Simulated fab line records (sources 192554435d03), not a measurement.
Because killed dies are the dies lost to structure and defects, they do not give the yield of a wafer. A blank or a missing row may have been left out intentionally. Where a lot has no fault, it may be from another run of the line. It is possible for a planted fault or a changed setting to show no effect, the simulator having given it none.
fab line records | flow n5Finfet | part 2 of 2: steps 25 to 32 of 32
record: lots: 5 | wafers: 15 | lastDay: 18
route steps=1938 shown BEOL_M8@1387 BEOL_M9@1401
lots untouched by any fault: they come from a run of this same line in which no faults occurred
startH: start of the lot's first displayed wafer, in hours after the record's first day | waitH: time in hours since the lot's previous step | " repeats the value in the row above | L1.1+2: a single row standing in for several wafers | - no value present, or no start provided | * or withheld: withheld | < > ~ a bound
route shown NAME@n: a module of which the file shows steps, and the number in the route of the first | usual: the fault-free wafers' mean and standard deviation | same: alike in all rows | chamber/n: place in a boat | sites: the reading at each site | _std_site: the standard deviation of these | _edge_site: mean of outer sites minus mean of inner sites | radiusMm: for every site, how far away it sits from the centre of the wafer | mask NAME#n: copy n | behind: tool/chamber where the wafer was last shaped | hold: the reason the lot was held/the length of the hold in hours/how it ended | device: which transistor (n, p or np) failed to switch | end of line: the same wafers' tests at the end of the route | a step without rows: its recipe alone | killed: dies that structure and defects cost at the first sort, which is not the same as the wafer's yield | map: dies across one wafer; x = killed, . = not, _ = none there
set.NAME: the setting that was run; set.NAME@STEP: the one run at that earlier step | model.NAME: the simulator's own value behind a step, which no gauge read
a table for each step, a row for each wafer; lots at some steps of the route
services: a tool's chamber out of use, with start hour (startH, from the record's first day; less than 0 if before it), hours out, and reason
== steps ==
step: N5_BEOL_M9_EXPOSE_08
recipe: maskId: M9 | na: 1.35 | sourceShape: dipole | sigmaInner: 0.411 | sigmaOuter: 0.611 | polarization: te | doseMj: 53.75
usual: exposureDoseMJCm2: 53.72/0.051
lot.wafer | tool           | chamber | startH | waitH | mask | exposureDoseMJCm2
L078.1    | arfiScanner-02 | 0       | 234.88 | -     | M9#0 | 53.72
L078.2    | "              | 0       | "      | "     | M9#0 | 53.70
L078.4    | "              | 0       | "      | "     | M9#0 | 53.71
L080.4    | arfiScanner-01 | 0       | 259.34 | -     | M9#0 | 53.80
L080.5    | "              | 0       | "      | "     | M9#0 | 53.76
L080.6    | "              | 0       | "      | "     | M9#0 | 53.77
L084.2    | arfiScanner-03 | 0       | 274.96 | -     | M9#0 | 53.78
L084.3    | "              | 0       | "      | "     | M9#0 | 53.78
L084.5    | "              | 0       | "      | "     | M9#0 | 53.74
L087.2    | arfiScanner-01 | 0       | 299.05 | -     | M9#0 | 53.62
L087.3    | "              | 0       | "      | "     | M9#0 | 53.60
L087.6    | "              | 0       | "      | "     | M9#0 | 53.67
L094.1    | arfiScanner-01 | 0       | 371.09 | -     | M9#0 | 53.79
L094.2    | "              | 0       | "      | "     | M9#0 | 53.69
L094.6    | "              | 0       | "      | "     | M9#0 | 53.73
step: N5_BEOL_M9_PEB_09
recipe: pebTempC: withheld | pebTimeS: 60 | resist: CAR-ArF
lot.wafer  | tool          | chamber | startH | waitH
L078.1+2+4 | lithoTrack-01 | 0       | 234.94 | 0.1
L080.4+5+6 | lithoTrack-01 | 0       | 259.38 | 0.0
L084.2+3+5 | lithoTrack-02 | 0       | 275.01 | 0.0
L087.2+3+6 | lithoTrack-03 | 0       | 299.10 | 0.0
L094.1+2+6 | lithoTrack-03 | 0       | 371.15 | 0.1
step: N5_BEOL_M9_DEVELOP_10
recipe: developTimeS: 30 | developer: TMAH | resist: CAR-ArF | rinseLiquid: diw | dry: airSpin | devTempC: 23
lot.wafer  | tool          | chamber | startH | waitH
L078.1+2+4 | lithoTrack-01 | 0       | -      | -
L080.4+5+6 | lithoTrack-01 | 0       | -      | -
L084.2+3+5 | lithoTrack-02 | 0       | -      | -
L087.2+3+6 | lithoTrack-03 | 0       | -      | -
L094.1+2+6 | lithoTrack-03 | 0       | -      | -
step: N5_BEOL_M9_CD_MEAS_11
recipe: targetCdNm: 64.1 | landingEnergyEv: 500 | detector: seInlens | polarity: opening
usual: cdNm: 63.9/0.52
lot.wafer | tool     | chamber | startH | waitH | cdNm
L078.1    | cdSem-03 | 0       | 235.01 | -     | 63.7
L078.2    | "        | 0       | "      | "     | 64.0
L078.4    | "        | 0       | "      | "     | 64.4
L080.4    | cdSem-03 | 0       | 259.45 | -     | 63.0
L080.5    | "        | 0       | "      | "     | 63.5
L080.6    | "        | 0       | "      | "     | 63.2
L084.2    | cdSem-02 | 0       | 275.08 | -     | 64.3
L084.3    | "        | 0       | "      | "     | 63.0
L084.5    | "        | 0       | "      | "     | 63.1
L087.2    | cdSem-02 | 0       | 299.17 | -     | 64.8
L087.3    | "        | 0       | "      | "     | 64.5
L087.6    | "        | 0       | "      | "     | 65.1
L094.1    | cdSem-03 | 0       | 371.22 | -     | 64.3
L094.2    | "        | 0       | "      | "     | 64.7
L094.6    | "        | 0       | "      | "     | 64.7
step: N5_BEOL_M9_OVL_MEAS_12
recipe: pointsPerWafer: 44
usual: M9_OVL: 0.2/0.91
lot.wafer | tool       | chamber | startH | waitH | M9_OVL[nm]
L078.1    | overlay-02 | 0       | 235.04 | 0.0   | -0.1
L078.2    | "          | 0       | "      | "     | 0.5
L078.4    | "          | 0       | "      | "     | 1.1
L080.4    | overlay-01 | 0       | 259.48 | 0.0   | -1.0
L080.5    | "          | 0       | "      | "     | 0.0
L080.6    | "          | 0       | "      | "     | -1.2
L084.2    | overlay-02 | 0       | 275.11 | 0.0   | 0.4
L084.3    | "          | 0       | "      | "     | 0.1
L084.5    | "          | 0       | "      | "     | 1.5
L087.2    | overlay-02 | 0       | 299.20 | 0.0   | -0.5
L087.3    | "          | 0       | "      | "     | 1.1
L087.6    | "          | 0       | "      | "     | -0.9
L094.1    | overlay-02 | 0       | 371.25 | 0.0   | -1.7
L094.2    | "          | 0       | "      | "     | -1.6
L094.6    | "          | 0       | "      | "     | 0.1
step: N5_BEOL_M9_INSPECT_13
recipe: mode: adi | inspectInstrument: brightfield
usual: rawDefectCount: 404/89
lot.wafer | tool             | chamber | startH | waitH | rawDefectCount
L078.1    | defectInspect-01 | -       | 235.06 | 0.0   | 369
L078.2    | "                | -       | "      | "     | 270
L078.4    | "                | -       | "      | "     | 310
L080.4    | defectInspect-02 | -       | 259.50 | 0.0   | 433
L080.5    | "                | -       | "      | "     | 405
L080.6    | "                | -       | "      | "     | 429
L084.2    | defectInspect-01 | -       | 275.14 | 0.0   | 315
L084.3    | "                | -       | "      | "     | 354
L084.5    | "                | -       | "      | "     | 244
L087.2    | defectInspect-01 | -       | 299.22 | 0.0   | 449
L087.3    | "                | -       | "      | "     | 422
L087.6    | "                | -       | "      | "     | 461
L094.1    | defectInspect-01 | -       | 371.27 | 0.0   | 450
L094.2    | "                | -       | "      | "     | 429
L094.6    | "                | -       | "      | "     | 578
step: N5_BEOL_M9_DESCUM_16
recipe: chemistry: O2 | timeS: 7.9 | sourcePowerW: 50 | biasPowerW: 20 | pressureMtorr: 20 | rfFrequencyHz: 2.712e+07 | tempC: 40 | resist: CAR-ArF | o2FlowSccm: 225
usual: biasPowerW: 20.01/0.056 | drypumpMotorCurrentA: 5.76/0.26 | oesProductAu: 0.78/0.073 | rfVppV: 243.2/1.3 | showerheadPlenumPTorr: 2.10/0.075 | throttleValvePct: 20.38/0.28
lot.wafer | tool       | chamber | startH | waitH | biasPowerW | drypumpMotorCurrentA | oesProductAu | rfHoursCounterH | rfVppV | showerheadPlenumPTorr | throttleValvePct
L078.1    | rieDiel-06 | 0       | 235.10 | 0.0   | 20.08      | 6.08                 | 0.70         | 227             | 241.6  | 2.05                  | 20.43
L078.2    | "          | 3       | "      | "     | 20.04      | 5.85                 | 0.84         | 71              | 242.3  | 2.02                  | 19.99
L078.4    | "          | 2       | "      | "     | 20.03      | 5.85                 | 0.74         | 181             | 242.6  | 2.09                  | 20.66
L080.4    | rieDiel-03 | 3       | 259.53 | 0.0   | 19.99      | 5.44                 | 0.78         | 140             | 241.8  | 2.01                  | 20.53
L080.5    | "          | 2       | "      | "     | 19.96      | 5.72                 | 0.86         | -               | 245.0  | 2.21                  | 20.08
L080.6    | "          | 3       | "      | "     | 20.03      | 5.46                 | 0.78         | -               | 241.0  | 2.01                  | 20.53
L084.2    | rieDiel-05 | 1       | 279.98 | 4.8   | 20.03      | 5.90                 | 0.68         | 237             | 243.8  | 2.17                  | 20.93
L084.3    | "          | 2       | "      | "     | 20.07      | 6.01                 | 0.69         | 229             | 242.8  | 1.97                  | 20.62
L084.5    | "          | 3       | "      | "     | 20.10      | 5.61                 | 0.85         | -               | 244.3  | 2.11                  | 20.33
L087.2    | rieDiel-03 | 2       | 299.32 | 0.1   | 20.00      | 5.72                 | 0.84         | 92              | 244.7  | 2.20                  | 20.11
L087.3    | "          | 0       | "      | "     | 20.00      | 5.63                 | 0.84         | 80              | 241.6  | 2.14                  | 20.42
L087.6    | "          | 2       | "      | "     | 19.94      | 5.72                 | 0.83         | -               | 244.3  | 2.20                  | 20.11
L094.1    | rieDiel-06 | 1       | 371.32 | 0.0   | 20.10      | 5.42                 | 0.73         | 202             | 245.1  | 2.17                  | 20.60
L094.2    | "          | 2       | "      | "     | 20.09      | 5.84                 | 0.72         | 210             | 242.0  | 2.08                  | 20.70
L094.6    | "          | 3       | "      | "     | 20.09      | 5.88                 | 0.80         | -               | 242.7  | 2.01                  | 20.04
step: N5_BEOL_M9_ETCH_61
recipe: chemistry: CF4 | target: SiARC | targetDepthA: 390 | maskMaterial: CAR-ArF | timeS: 65 | ionEnergyEv: 80 | pressureMtorr: 40 | sourceW: 545 | biasW: 36 | Ar_flow_sccm: 100 | cf4FlowSccm: 100 | ends: cleared
usual: biasW: 36.02/0.11 | drypumpMotorCurrentA: 5.76/0.26 | etchRfOnTimeS: 64.8/1.6 | oesProductAu: 0.66/0.062 | rfVppV: 184.3/1.2 | showerheadPlenumPTorr: 2.15/0.069 | throttleValvePct: 15.59/0.25
lot.wafer | tool       | chamber | startH | waitH | biasW | drypumpMotorCurrentA | etchRfOnTimeS | oesProductAu | rfHoursCounterH | rfVppV | showerheadPlenumPTorr | throttleValvePct
L078.1    | rieDiel-06 | 0       | 235.13 | 0.0   | 36.09 | 6.12                 | 65.0          | 0.60         | 227             | 184.3  | 2.12                  | 15.83
L078.2    | "          | 3       | "      | "     | 36.05 | 5.86                 | 63.3          | 0.72         | 71              | 181.8  | 2.07                  | 15.20
L078.4    | "          | 2       | "      | "     | 35.99 | 5.80                 | 62.5          | 0.65         | 181             | 184.2  | 2.13                  | 15.79
L080.4    | rieDiel-03 | 3       | 259.57 | 0.0   | 36.13 | 5.46                 | 65.7          | 0.66         | 140             | 182.8  | 2.06                  | 15.72
L080.5    | "          | 2       | "      | "     | 35.98 | 5.72                 | 64.5          | 0.72         | -               | 185.5  | 2.27                  | 15.34
L080.6    | "          | 3       | "      | "     | 35.98 | 5.44                 | 64.8          | 0.66         | -               | 181.8  | 2.06                  | 15.74
L084.2    | rieDiel-05 | 1       | 280.02 | 0.0   | 35.96 | 5.93                 | 65.2          | 0.58         | 237             | 186.1  | 2.20                  | 16.02
L084.3    | "          | 2       | "      | "     | 36.08 | 6.03                 | 65.6          | 0.58         | 229             | 182.2  | 2.04                  | 16.00
L084.5    | "          | 3       | "      | "     | 35.93 | 5.62                 | 62.5          | 0.75         | -               | 184.4  | 2.18                  | 15.54
L087.2    | rieDiel-03 | 2       | 299.35 | 0.0   | 36.07 | 5.71                 | 63.4          | 0.72         | 92              | 185.5  | 2.26                  | 15.39
L087.3    | "          | 0       | "      | "     | 36.05 | 5.62                 | 63.4          | 0.73         | 80              | 184.3  | 2.18                  | 15.51
L087.6    | "          | 2       | "      | "     | 35.90 | 5.71                 | 63.4          | 0.71         | -               | 185.2  | 2.26                  | 15.41
L094.1    | rieDiel-06 | 1       | 371.36 | 0.0   | 35.97 | 5.41                 | 63.9          | 0.62         | 202             | 184.6  | 2.20                  | 15.74
L094.2    | "          | 2       | "      | "     | 36.07 | 5.83                 | 63.0          | 0.62         | 210             | 183.2  | 2.12                  | 15.84
L094.6    | "          | 3       | "      | "     | 35.98 | 5.84                 | 64.3          | 0.69         | -               | 183.4  | 2.06                  | 15.25
== services ==
tool           | chamber | startH | hours | kind
ecdCu-02       | -       | 216.37 | 0.9   | repair
cvdCo-01       | 2       | 231.13 | 12.4  | repair
pecvd-04       | 2       | 233.81 | 14.8  | repair
pecvd-04       | -       | 237.05 | 0.8   | repair
rieDiel-06     | 2       | 252.13 | 10.8  | repair
pecvd-03       | -       | 255.45 | 3.2   | repair
rieDiel-06     | 0       | 256.55 | 7.3   | repair
rieDiel-06     | 1       | 257.61 | 3.4   | repair
ecdCu-02       | -       | 259.33 | 1.6   | repair
rieDiel-03     | 1       | 264.32 | 8.9   | repair
pecvd-03       | 0       | 264.70 | 12.5  | repair
pecvd-04       | -       | 264.72 | 2.1   | repair
uvCure-02      | -       | 271.07 | 1.5   | repair
pvdSputter-01  | -       | 272.12 | 7.8   | repair
pecvd-03       | 0       | 286.79 | 6.2   | repair
pecvd-03       | 1       | 289.53 | 4.4   | repair
rieDiel-06     | 3       | 291.33 | 1.9   | repair
aldMetal-01    | -       | 298.52 | 1.6   | repair
arfiScanner-01 | -       | 301.50 | 1.0   | pm
aldMetal-01    | 2       | 326.35 | 6.2   | repair
arfiScanner-01 | -       | 331.41 | 1.3   | pm
aldMetal-01    | -       | 337.25 | 14.0  | pm
arfiScanner-01 | -       | 337.81 | 0.8   | pm
rieDiel-06     | 0       | 369.06 | 18.3  | repair
